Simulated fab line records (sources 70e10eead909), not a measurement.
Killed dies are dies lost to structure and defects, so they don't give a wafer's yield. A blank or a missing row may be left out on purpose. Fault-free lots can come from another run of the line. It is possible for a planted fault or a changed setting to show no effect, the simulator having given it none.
fab line records + flow nandHarc
[record]
- lots = 12
- wafers = 36
- lastDay = 33
route steps=1302 shown A_ONON_D1@439 A_CHANNEL_HOLE_D1@451 END@1302
lots that met no fault: from a run of the same line without faults
startH: start of the lot's first displayed wafer, in hours after the record's first day + waitH: hours from the lot's prior step to this one + " same as the row above + L1.1+2: several wafers, shown together as one row + - no value, or no start was given + * or withheld: withheld + < > ~ a bound
route shown NAME@n: names a module that has steps shown in the file, with the first one's number in the route + usual: mean/standard deviation of fault-free wafers + same: alike in all rows + chamber/n: place in a boat + sites: readings site by site + _std_site: how widely they spread, as a standard deviation + _edge_site: inner sites' mean taken away from outer sites' mean + radiusMm: for every site, how far away it sits from the centre of the wafer + mask NAME#n: copy n + behind: the tool/chamber that last shaped the wafer + hold: why the lot went on hold/how many hours it stayed there/how the hold came to an end + device: the transistor (n, p or np) that didn't switch + end of line: the same wafers' tests at the end of the route + a step with no rows: only its recipe + killed: dies lost to structure and defects at the first sort, not the wafer's yield + map: the dies of a wafer, with x for killed, . for not killed, _ for no die there
set.NAME: the run value of the setting; set.NAME@STEP: its run value at that earlier step + model.NAME: the simulator's own value behind a step, which no gauge read
a sample of lots followed through the steps of the route, with each step as a table and each wafer as a row
services: a tool's chamber out of use, with start hour (startH, from the record's first day; less than 0 if before it), hours out, and reason
[[steps]]
[step NHARC_A_ONON_D1_THK_MEAS_21]
[recipe]
- thkMeasGauge = ellipsometry
[usual]
- thkNm = 1000/10
| lot.wafer | tool         | chamber | startH | waitH | thkNm |
|-----------|--------------|---------|--------|-------|-------|
| L687.2    | filmMetro-02 | -       | 180.09 | -     | 1017  |
| L687.5    | "            | -       | "      | "     | 1017  |
| L687.6    | "            | -       | "      | "     | 1017  |
| L688.1    | filmMetro-01 | -       | 187.69 | -     | 998   |
| L688.2    | "            | -       | "      | "     | 997   |
| L688.5    | "            | -       | "      | "     | 995   |
| L690.4    | filmMetro-02 | -       | 203.59 | -     | 1018  |
| L690.5    | "            | -       | "      | "     | 1018  |
| L690.6    | "            | -       | "      | "     | 1019  |
| L692.2    | filmMetro-01 | -       | 219.92 | -     | 1008  |
| L692.3    | "            | -       | "      | "     | 1009  |
| L692.6    | "            | -       | "      | "     | 1009  |
| L698.2    | filmMetro-02 | -       | 291.82 | -     | 988   |
| L698.3    | "            | -       | "      | "     | 986   |
| L698.5    | "            | -       | "      | "     | 985   |
| L700.2    | filmMetro-02 | -       | 291.87 | -     | 1001  |
| L700.3    | "            | -       | "      | "     | 1001  |
| L700.5    | "            | -       | "      | "     | 1002  |
| L702.2    | filmMetro-02 | -       | 317.04 | -     | 992   |
| L702.3    | "            | -       | "      | "     | 994   |
| L702.4    | "            | -       | "      | "     | 992   |
| L706.1    | filmMetro-02 | -       | 373.13 | -     | 1011  |
| L706.5    | "            | -       | "      | "     | 1012  |
| L706.6    | "            | -       | "      | "     | 1011  |
| L708.3    | filmMetro-01 | -       | 380.93 | -     | 981   |
| L708.4    | "            | -       | "      | "     | 981   |
| L708.5    | "            | -       | "      | "     | 982   |
| L707.2    | filmMetro-01 | -       | 380.94 | -     | 1008  |
| L707.3    | "            | -       | "      | "     | 1007  |
| L707.5    | "            | -       | "      | "     | 1004  |
| L709.1    | filmMetro-02 | -       | 396.66 | -     | 988   |
| L709.3    | "            | -       | "      | "     | 987   |
| L709.5    | "            | -       | "      | "     | 987   |
| L710.2    | filmMetro-01 | -       | 396.66 | -     | 1001  |
| L710.4    | "            | -       | "      | "     | 1003  |
| L710.6    | "            | -       | "      | "     | 1001  |
[step NHARC_A_ONON_D1_DEP_33]
[recipe]
- targetThkA = 2000
- tempC = 400
- pressureTorr = 6.5
- rfW = 900
- teosFlowSccm = 161.4
- flowSccm = 2650
- targetThkNm = 200
- gas = O2
- material = SiO2
[usual]
- chamberPressureTorr = 6.499/0.014
- flowSccm = 2649/8.5
- heaterPowerOuterW = 311/77
- heaterPowerW = 585/110
- susceptorTempC = 400.04/0.21
- throttleValvePct = 16.3/0.63
| lot.wafer | tool     | chamber | startH | waitH | chamberPressureTorr | flowSccm | heaterPowerOuterW | heaterPowerW | susceptorTempC | throttleValvePct |
|-----------|----------|---------|--------|-------|---------------------|----------|-------------------|--------------|----------------|------------------|
| L687.2    | pecvd-04 | 1       | 181.86 | 0.1   | 6.481               | 2646     | 193               | 426          | 400.01         | 16.5             |
| L687.6    | "        | 1       | "      | "     | 6.498               | 2654     | 204               | 452          | 400.09         | 16.3             |
| L687.5    | "        | 0       | "      | "     | 6.483               | 2647     | 315               | 620          | 399.84         | 17.4             |
| L688.2    | pecvd-01 | 0       | 189.44 | 0.1   | 6.494               | 2656     | 267               | 501          | 400.06         | 17.0             |
| L688.1    | "        | 2       | "      | "     | 6.512               | 2647     | 225               | 472          | 400.20         | 15.5             |
| L688.5    | "        | 2       | "      | "     | 6.498               | 2649     | 239               | 496          | 399.81         | 15.8             |
| L690.6    | pecvd-02 | 1       | 205.48 | 0.2   | 6.502               | 2645     | 391               | 651          | 400.30         | 16.0             |
| L690.4    | "        | 2       | "      | "     | 6.513               | 2640     | 383               | 731          | 400.15         | 16.2             |
| L690.5    | "        | 0       | "      | "     | 6.486               | 2649     | 280               | 551          | 399.92         | 15.7             |
| L692.3    | pecvd-02 | 0       | 221.67 | 0.1   | 6.512               | 2645     | 301               | 582          | 399.95         | 15.5             |
| L692.2    | "        | 1       | "      | "     | 6.517               | 2646     | 433               | 706          | 400.15         | 16.1             |
| L692.6    | "        | 2       | "      | "     | 6.507               | 2644     | 396               | 786          | 399.79         | 16.1             |
| L700.3    | pecvd-04 | 1       | 293.62 | 0.1   | 6.482               | 2650     | 268               | 507          | 399.74         | 15.4             |
| L700.2    | "        | 2       | "      | "     | 6.498               | 2660     | 347               | 630          | 399.98         | 15.8             |
| L700.5    | "        | 1       | "      | "     | 6.482               | 2644     | 167               | 365          | 399.77         | 15.6             |
| L698.2    | pecvd-02 | 0       | 293.62 | 0.1   | 6.517               | 2624     | 262               | 513          | 400.24         | 15.6             |
| L698.3    | "        | 0       | "      | "     | 6.505               | 2633     | 261               | 530          | 400.12         | 15.6             |
| L698.5    | "        | 0       | "      | "     | 6.500               | 2631     | 273               | 551          | 400.52         | 15.5             |
| L702.2    | pecvd-02 | 1       | 318.81 | 0.1   | 6.490               | 2657     | 399               | 693          | 399.86         | 15.8             |
| L702.3    | "        | 0       | "      | "     | 6.488               | 2655     | 208               | 442          | 399.80         | 15.5             |
| L702.4    | "        | 1       | "      | "     | 6.502               | 2657     | 414               | 692          | 399.85         | 15.6             |
| L706.1    | pecvd-01 | 0       | 374.88 | 0.1   | 6.499               | 2643     | 220               | 458          | 399.96         | 16.8             |
| L706.6    | "        | 1       | "      | "     | 6.498               | 2653     | 303               | 526          | 400.22         | 16.2             |
| L706.5    | "        | 2       | "      | "     | 6.495               | 2658     | 182               | 427          | 399.78         | 15.3             |
| L707.3    | pecvd-02 | 0       | 382.70 | 0.1   | 6.505               | 2646     | 285               | 559          | 400.17         | 15.5             |
| L707.2    | "        | 1       | "      | "     | 6.491               | 2663     | 437               | 708          | 400.10         | 15.9             |
| L707.5    | "        | 0       | "      | "     | 6.499               | 2654     | 290               | 576          | 399.97         | 15.8             |
| L708.3    | pecvd-04 | 0       | 382.74 | 0.1   | 6.503               | 2663     | 361               | 667          | 400.08         | 17.0             |
| L708.5    | "        | 2       | "      | "     | 6.492               | 2651     | 380               | 668          | 400.25         | 15.8             |
| L708.4    | "        | 1       | "      | "     | 6.501               | 2643     | 210               | 430          | 399.92         | 16.1             |
| L709.3    | pecvd-02 | 1       | 398.42 | 0.1   | 6.479               | 2651     | 462               | 752          | 400.29         | 16.0             |
| L709.1    | "        | 2       | "      | "     | 6.505               | 2647     | 319               | 674          | 400.09         | 16.7             |
| L709.5    | "        | 1       | "      | "     | 6.488               | 2658     | 346               | 578          | 399.99         | 15.9             |
| L710.2    | pecvd-01 | 1       | 398.47 | 0.1   | 6.516               | 2653     | 352               | 610          | 399.99         | 16.4             |
| L710.4    | "        | 0       | "      | "     | 6.527               | 2637     | 250               | 502          | 400.13         | 16.7             |
| L710.6    | "        | 2       | "      | "     | 6.518               | 2671     | 253               | 523          | 400.30         | 15.4             |
[step NHARC_A_CHANNEL_HOLE_D1_DEP_01]
[recipe]
- targetThkA = 1400
- targetThkNm = 140
- tempC = 400
- pressureTorr = 3.5
- flowSccm = 200
- rfW = 350
- material = SiON
[usual]
- chamberPressureTorr = 3.500/0.0089
- heaterPowerOuterW = 450/62
- heaterPowerW = 766/90
- susceptorTempC = 400.01/0.23
| lot.wafer | tool     | chamber | startH | waitH | chamberPressureTorr | heaterPowerOuterW | heaterPowerW | susceptorTempC |
|-----------|----------|---------|--------|-------|---------------------|-------------------|--------------|----------------|
| L687.2    | pecvd-03 | 0       | 184.87 | 1.3   | 3.506               | 455               | 769          | 399.89         |
| L687.5    | "        | 2       | "      | "     | 3.484               | 535               | 827          | 400.01         |
| L687.6    | "        | 0       | "      | "     | 3.509               | 452               | 783          | 400.04         |
| L688.2    | pecvd-02 | 2       | 191.94 | 1.3   | 3.496               | 491               | 869          | 399.66         |
| L688.1    | "        | 0       | "      | "     | 3.508               | 406               | 716          | 400.06         |
| L688.5    | "        | 2       | "      | "     | 3.498               | 504               | 928          | 399.84         |
| L690.4    | pecvd-01 | 1       | 209.55 | 0.8   | 3.503               | 450               | 743          | 400.26         |
| L690.5    | "        | 2       | "      | "     | 3.507               | 406               | 719          | 399.78         |
| L690.6    | "        | 0       | "      | "     | 3.496               | 372               | 675          | 400.21         |
| L692.3    | pecvd-02 | 1       | 225.91 | 1.0   | 3.495               | 565               | 901          | 399.88         |
| L692.2    | "        | 2       | "      | "     | 3.497               | 533               | 921          | 400.20         |
| L692.6    | "        | 2       | "      | "     | 3.494               | 534               | 968          | 400.09         |
| L700.2    | pecvd-02 | 1       | 296.42 | 1.6   | -                   | -                 | -            | -              |
| L700.3    | "        | 0       | "      | "     | -                   | -                 | -            | -              |
| L700.5    | "        | 0       | "      | "     | -                   | -                 | -            | -              |
| L698.2    | pecvd-01 | 0       | 297.65 | 1.3   | -                   | -                 | -            | -              |
| L698.3    | "        | 2       | "      | "     | -                   | -                 | -            | -              |
| L698.5    | "        | 0       | "      | "     | -                   | -                 | -            | -              |
| L702.3    | pecvd-02 | 0       | 322.51 | 1.0   | -                   | -                 | -            | -              |
| L702.2    | "        | 1       | "      | "     | -                   | -                 | -            | -              |
| L702.4    | "        | 2       | "      | "     | -                   | -                 | -            | -              |
| L706.1    | pecvd-01 | 1       | 378.43 | 1.8   | 3.497               | 456               | 740          | 400.03         |
| L706.6    | "        | 1       | "      | "     | 3.512               | 443               | 750          | 399.83         |
| L706.5    | "        | 2       | "      | "     | 3.491               | 383               | 694          | 400.26         |
| L708.3    | pecvd-03 | 1       | 385.21 | 1.0   | 3.508               | 468               | 798          | 399.95         |
| L708.5    | "        | 2       | "      | "     | 3.501               | 460               | 702          | 400.56         |
| L708.4    | "        | 0       | "      | "     | 3.493               | 426               | 757          | 399.67         |
| L707.3    | pecvd-01 | 0       | 386.16 | 1.0   | 3.500               | 329               | 589          | 400.24         |
| L707.2    | "        | 2       | "      | "     | 3.496               | 423               | 756          | 400.43         |
| L707.5    | "        | 0       | "      | "     | 3.501               | 338               | 620          | 400.03         |
| L710.2    | pecvd-01 | 1       | 400.89 | 1.3   | 3.507               | 514               | 809          | 400.10         |
| L710.4    | "        | 0       | "      | "     | 3.512               | 418               | 740          | 399.79         |
| L710.6    | "        | 1       | "      | "     | 3.503               | 392               | 654          | 400.17         |
| L709.3    | pecvd-02 | 2       | 401.54 | 1.0   | 3.502               | 524               | 950          | 400.27         |
| L709.1    | "        | 0       | "      | "     | 3.499               | 435               | 754          | 400.10         |
| L709.5    | "        | 0       | "      | "     | 3.509               | 440               | 786          | 400.13         |
[step NHARC_A_CHANNEL_HOLE_D1_ETCH_38]
[recipe]
- targetDepthA = 390
- overEtchFrac = 0.3
- timeS = 65
- ionEnergyEv = 80
- cf4FlowSccm = 150
- arFlowSccm = 0
- rfW = 300
- biasW = 100
- chemistry = CF4
[usual]
- drypumpMotorCurrentA = 5.7/0.46
- oesProductAu = 1.004/0.01
- rfVppV = 151.6/1.5
- showerheadPlenumPTorr = 1.79/0.088
- throttleValvePct = 13.284/0.0087
| lot.wafer | tool       | chamber | startH | waitH | drypumpMotorCurrentA | oesProductAu | rfHoursCounterH | rfVppV | showerheadPlenumPTorr | throttleValvePct |
|-----------|------------|---------|--------|-------|----------------------|--------------|-----------------|--------|-----------------------|------------------|
| L687.2    | rieDiel-09 | 0       | 185.82 | 0.1   | 5.4                  | 1.011        | 1               | 153.6  | 1.89                  | 13.301           |
| L687.5    | "          | 3       | "      | "     | 6.0                  | 1.018        | -               | 152.1  | 1.84                  | 13.298           |
| L687.6    | "          | 0       | "      | "     | 5.4                  | 1.010        | -               | 151.1  | 1.89                  | 13.285           |
| L688.1    | rieDiel-09 | 3       | 192.93 | 0.1   | 6.0                  | 1.005        | 5               | 153.4  | 1.84                  | 13.289           |
| L688.2    | "          | 1       | "      | "     | 6.0                  | 1.012        | 5               | 150.5  | 1.66                  | 13.276           |
| L688.5    | "          | 3       | "      | "     | 6.0                  | 1.013        | -               | 153.2  | 1.84                  | 13.281           |
| L690.4    | rieDiel-07 | 1       | 210.48 | 0.1   | 6.1                  | 1.006        | 23              | 151.9  | 1.82                  | 13.293           |
| L690.6    | "          | 3       | "      | "     | 6.3                  | 0.986        | -               | 154.2  | 1.84                  | 13.283           |
| L690.5    | "          | 0       | "      | "     | 5.5                  | 1.002        | -               | 149.6  | 1.69                  | 13.277           |
| L692.3    | rieDiel-09 | 0       | 226.92 | 0.1   | 5.4                  | 1.014        | 4               | 153.3  | 1.89                  | 13.284           |
| L692.2    | "          | 1       | "      | "     | 6.1                  | 1.009        | 7               | 149.8  | 1.66                  | 13.292           |
| L692.6    | "          | 2       | "      | "     | 5.1                  | 0.996        | -               | 153.0  | 1.84                  | 13.281           |
| L700.2    | rieDiel-09 | 2       | 297.54 | 0.1   | 5.1                  | 1.014        | 13              | 152.9  | 1.84                  | 13.266           |
| L700.3    | "          | 0       | "      | "     | 5.4                  | 1.008        | 9               | 152.5  | 1.89                  | 13.287           |
| L700.5    | "          | 2       | "      | "     | 5.1                  | 1.012        | -               | 150.1  | 1.84                  | 13.294           |
| L698.2    | rieDiel-09 | 1       | 298.73 | 0.1   | 6.0                  | 1.000        | 13              | 149.6  | 1.65                  | 13.277           |
| L698.3    | "          | 0       | "      | "     | 5.4                  | 1.011        | 10              | 152.5  | 1.89                  | 13.301           |
| L698.5    | "          | 1       | "      | "     | 6.0                  | 1.008        | -               | 149.5  | 1.65                  | 13.283           |
| L702.2    | rieDiel-07 | 2       | 323.36 | 0.1   | 5.9                  | 0.990        | 5               | 149.6  | 1.68                  | 13.270           |
| L702.3    | "          | 3       | "      | "     | 6.3                  | 0.988        | 8               | 153.0  | 1.84                  | 13.274           |
| L702.4    | "          | 0       | "      | "     | 5.6                  | 0.999        | 8               | 150.8  | 1.68                  | 13.277           |
| L706.1    | rieDiel-09 | 3       | 379.41 | 0.1   | 6.0                  | 1.024        | 4               | 151.4  | 1.84                  | 13.293           |
| L706.6    | "          | 1       | "      | "     | 6.1                  | 1.008        | -               | 150.8  | 1.65                  | 13.282           |
| L706.5    | "          | 2       | "      | "     | 5.1                  | 1.005        | -               | 149.9  | 1.84                  | 13.274           |
| L708.4    | rieDiel-09 | 0       | 386.02 | 0.1   | 5.4                  | 1.003        | 6               | 152.2  | 1.89                  | 13.296           |
| L708.3    | "          | 1       | "      | "     | 6.0                  | 1.001        | 6               | 151.3  | 1.65                  | 13.280           |
| L708.5    | "          | 0       | "      | "     | 5.4                  | 1.011        | -               | 152.1  | 1.89                  | 13.279           |
| L707.3    | rieDiel-09 | 3       | 387.15 | 0.1   | 6.0                  | 1.020        | 6               | 153.0  | 1.84                  | 13.289           |
| L707.2    | "          | 2       | "      | "     | 5.1                  | 1.015        | 6               | 151.2  | 1.84                  | 13.296           |
| L707.5    | "          | 3       | "      | "     | 6.0                  | 1.013        | -               | 152.8  | 1.84                  | 13.289           |
| L710.2    | rieDiel-09 | 2       | 401.74 | 0.1   | 5.1                  | 1.007        | 7               | 152.4  | 1.84                  | 13.278           |
| L710.4    | "          | 3       | "      | "     | 6.1                  | 1.009        | 8               | 152.5  | 1.84                  | 13.274           |
| L710.6    | "          | 1       | "      | "     | 6.0                  | 1.014        | -               | 149.8  | 1.65                  | 13.280           |
| L709.1    | rieDiel-07 | 2       | 402.55 | 0.1   | 6.0                  | 0.996        | 29              | 149.8  | 1.68                  | 13.274           |
| L709.3    | "          | 3       | "      | "     | 6.3                  | 0.999        | 34              | 151.0  | 1.83                  | 13.274           |
| L709.5    | "          | 0       | "      | "     | 5.5                  | 0.996        | -               | 149.1  | 1.67                  | 13.284           |
[step NHARC_END_SORT_01]
[recipe]
- tempC = 25
[usual]
- killedAtArray = 59/20
- killedAtOther = 0.8/1
- killedAtPeriphery = 3.2/2.1
- killedDies = 63/21
- killedOpen = 3.0/1.9
- killedShort = 2.3/1.5
[same]
- grossDies = 677
| lot.wafer | tool      | chamber | startH | waitH | killedAtArray | killedAtOther | killedAtPeriphery | killedDies | killedOpen | killedShort |
|-----------|-----------|---------|--------|-------|---------------|---------------|-------------------|------------|------------|-------------|
| L698.2    | prober-01 | 0       | 686.67 | 2.8   | 673           | 0             | 4                 | 677        | 5          | 2           |
| L698.3    | prober-01 | 0       | 687.46 | 3.1   | 674           | 0             | 3                 | 677        | 2          | 1           |
| L698.5    | prober-01 | 0       | 689.05 | 3.7   | 668           | 2             | 7                 | 677        | 2          | 1           |
| L700.2    | prober-01 | 0       | 694.47 | 2.8   | 674           | 0             | 3                 | 677        | 2          | 0           |
| L700.3    | prober-01 | 0       | 695.26 | 3.1   | 674           | 0             | 3                 | 677        | 5          | 1           |
| L700.5    | prober-01 | 0       | 696.86 | 3.7   | 677           | 0             | 0                 | 677        | 0          | 2           |
| L702.2    | prober-01 | 0       | 710.06 | 2.8   | 673           | 0             | 4                 | 677        | 4          | 2           |
| L702.3    | prober-01 | 0       | 710.85 | 3.1   | 675           | 0             | 2                 | 677        | 3          | 2           |
| L702.4    | prober-01 | 0       | 711.64 | 3.4   | 675           | 0             | 2                 | 677        | 4          | 0           |
// killed by level:class
L698.2 A_CHANNEL_HOLE_D1:areaDep=600 A_SLIT:chamberFilmFlake=33 A_CONTACT:chamberFilmFlake=11 A_CHANNEL_HOLE_D1:chamberFilmFlake=7 A_STAIRCASE:chamberFilmFlake=5 A_CHANNEL_FILL_D2:chamberFilmFlake=3 A_SGD_CUT:chamberFilmFlake=3 A_WL_FILL:chamberFilmFlake=2
L698.3 A_CHANNEL_HOLE_D1:areaDep=622 A_SLIT:chamberFilmFlake=27 A_CHANNEL_HOLE_D1:chamberFilmFlake=10 A_CONTACT:chamberFilmFlake=5 A_STAIRCASE:chamberFilmFlake=4 P_CONTACT:chamberFilmFlake=2 A_BLC:chamberFilmFlake=2 A_ONON_D1:geometricParticle:short=1
L698.5 A_CHANNEL_HOLE_D1:areaDep=617 A_SLIT:chamberFilmFlake=32 A_CONTACT:chamberFilmFlake=5 A_CHANNEL_HOLE_D1:chamberFilmFlake=4 A_SGD_CUT:chamberFilmFlake=4 P_ZERO_WELL:chamberFilmFlake=2 P_CONTACT:chamberFilmFlake=2 A_CHANNEL_HOLE_D2:chamberFilmFlake=2
L700.2 A_CHANNEL_HOLE_D1:areaDep=615 A_CHANNEL_HOLE_D1:chamberFilmFlake=21 A_CHANNEL_HOLE_D2:chamberFilmFlake=16 A_CONTACT:chamberFilmFlake=10 A_CHANNEL_FILL_D2:chamberFilmFlake=5 A_STAIRCASE:chamberFilmFlake=3 P_CONTACT:geometricParticle:open=1 A_M0:geometricParticle:open=1
L700.3 A_CHANNEL_HOLE_D1:areaDep=609 A_CHANNEL_HOLE_D1:chamberFilmFlake=23 A_CHANNEL_HOLE_D2:chamberFilmFlake=23 A_STAIRCASE:chamberFilmFlake=6 A_SLIT:chamberFilmFlake=3 A_WL_FILL:chamberFilmFlake=2 P_CONTACT:geometricParticle:open=1 P_M1:geometricParticle:open=1
L700.5 A_CHANNEL_HOLE_D1:areaDep=607 A_CHANNEL_HOLE_D1:chamberFilmFlake=27 A_CHANNEL_HOLE_D2:chamberFilmFlake=25 A_CONTACT:chamberFilmFlake=6 A_STAIRCASE:chamberFilmFlake=3 A_ZERO_WELL:chamberFilmFlake=2 A_SLIT:chamberFilmFlake=2 A_CHANNEL_FILL_D2:chamberFilmFlake=2
L702.2 A_CHANNEL_HOLE_D1:areaDep=649 A_CHANNEL_HOLE_D1:chamberFilmFlake=8 A_SLIT:chamberFilmFlake=4 A_CHANNEL_FILL_D1:geometricParticle:open=2 P_STI:chamberFilmFlake=2 A_CHANNEL_HOLE_D2:chamberFilmFlake=2 A_WL_FILL:chamberFilmFlake=2 P_GATE:geometricParticle:short=1
L702.3 A_CHANNEL_HOLE_D1:areaDep=654 A_CHANNEL_HOLE_D1:chamberFilmFlake=8 A_SLIT:chamberFilmFlake=5 A_ONON_D2:geometricParticle:short=2 A_CONTACT:chamberFilmFlake=2 P_CONTACT:geometricParticle:open=1 A_CHANNEL_HOLE_D2:geometricParticle:open=1 A_M0:geometricParticle:open=1
L702.4 A_CHANNEL_HOLE_D1:areaDep=652 A_CHANNEL_HOLE_D1:chamberFilmFlake=12 A_SLIT:chamberFilmFlake=6 P_CONTACT:geometricParticle:open=1 P_M0:geometricParticle:open=1 A_CHANNEL_FILL_D1:geometricParticle:open=1 A_SGD_CUT:geometricParticle:open=1 A_CHANNEL_FILL_D1:chamberFilmFlake=1
[[services]]
| tool       | chamber | startH | hours | kind      |
|------------|---------|--------|-------|-----------|
| pecvd-01   | -       | 172.74 | 1.0   | repair    |
| pecvd-01   | -       | 183.46 | 0.3   | repair    |
| pecvd-03   | -       | 185.04 | 13.0  | pm        |
| pecvd-02   | -       | 235.97 | 13.0  | pm        |
| pecvd-02   | 0       | 235.97 | 13.0  | ventCycle |
| pecvd-02   | 1       | 235.97 | 13.0  | ventCycle |
| pecvd-02   | 2       | 235.97 | 13.0  | ventCycle |
| pecvd-03   | -       | 242.89 | 1.2   | repair    |
| pecvd-02   | 0       | 248.97 | -     | clean     |
| pecvd-02   | 1       | 248.97 | -     | clean     |
| pecvd-01   | -       | 263.46 | 1.2   | repair    |
| pecvd-04   | -       | 269.00 | 13.0  | pm        |
| rieDiel-07 | 1       | 280.52 | 3.4   | repair    |
| pecvd-02   | 2       | 286.40 | 31.1  | repair    |
| rieDiel-07 | -       | 294.61 | 9.0   | pm        |
| pecvd-01   | 1       | 295.57 | 4.7   | repair    |
| pecvd-04   | 2       | 298.47 | 13.5  | repair    |
| pecvd-01   | -       | 311.00 | 13.0  | pm        |
| rieDiel-09 | 1       | 319.14 | 5.0   | repair    |
| rieDiel-09 | -       | 320.19 | 9.0   | pm        |
| rieDiel-07 | -       | 324.81 | 1.3   | repair    |
| rieDiel-07 | 3       | 342.44 | 7.7   | repair    |
| pecvd-03   | -       | 366.14 | 13.0  | pm        |
| rieDiel-07 | -       | 371.58 | 1.8   | repair    |
[[key]]
[firstSign]
- step = NHARC_A_CHANNEL_HOLE_D1_DEP_01
- reading = toolRecord
- direction = missing
[effect]
- step = NHARC_END_SORT_01
- reading = killedAtArray
- direction = up
- sigmas = 30
- usual = 59
- struck = 674
[moreKillsBornAt]
- NHARC_A_CHANNEL_HOLE_D1_DEP_01@pecvd-02 = 3786
- NHARC_A_CHANNEL_HOLE_D1_DEP_01@pecvd-01 = 1839
metAt NHARC_A_CHANNEL_HOLE_D1_DEP_01
struckLots L698,L700,L702
laterRowsLeftOut L698.2,L698.3,L698.5,L700.2,L700.3,L700.5,L702.2,L702.3,L702.4
testerLeftOut L698,L700,L702
notActingAt NHARC_A_ONON_D1_THK_MEAS_21,NHARC_A_ONON_D1_DEP_33,NHARC_A_CHANNEL_HOLE_D1_ETCH_38
onsetBetween 225.91 296.42
[fault]
- kind = skippedStepWhole
- tool = pecvd-01,pecvd-02
- chamber = -
- onsetH = 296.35
- steps = NHARC_A_CHANNEL_HOLE_D1_DEP_01
- scope = struckLotsOnly
// testerLeftOut: of these lots the tester's yield and bins aren't shown, on N5 and GAA mostly nor the transistor test; their killed dies are dies lost to structure and defects alone, not to doping, threshold or leakage, so they don't give the yield
// laterRowsLeftOut: the simulator's readings of these wafers behind a module that went badly wrong aren't trusted and aren't shown, but for the sort
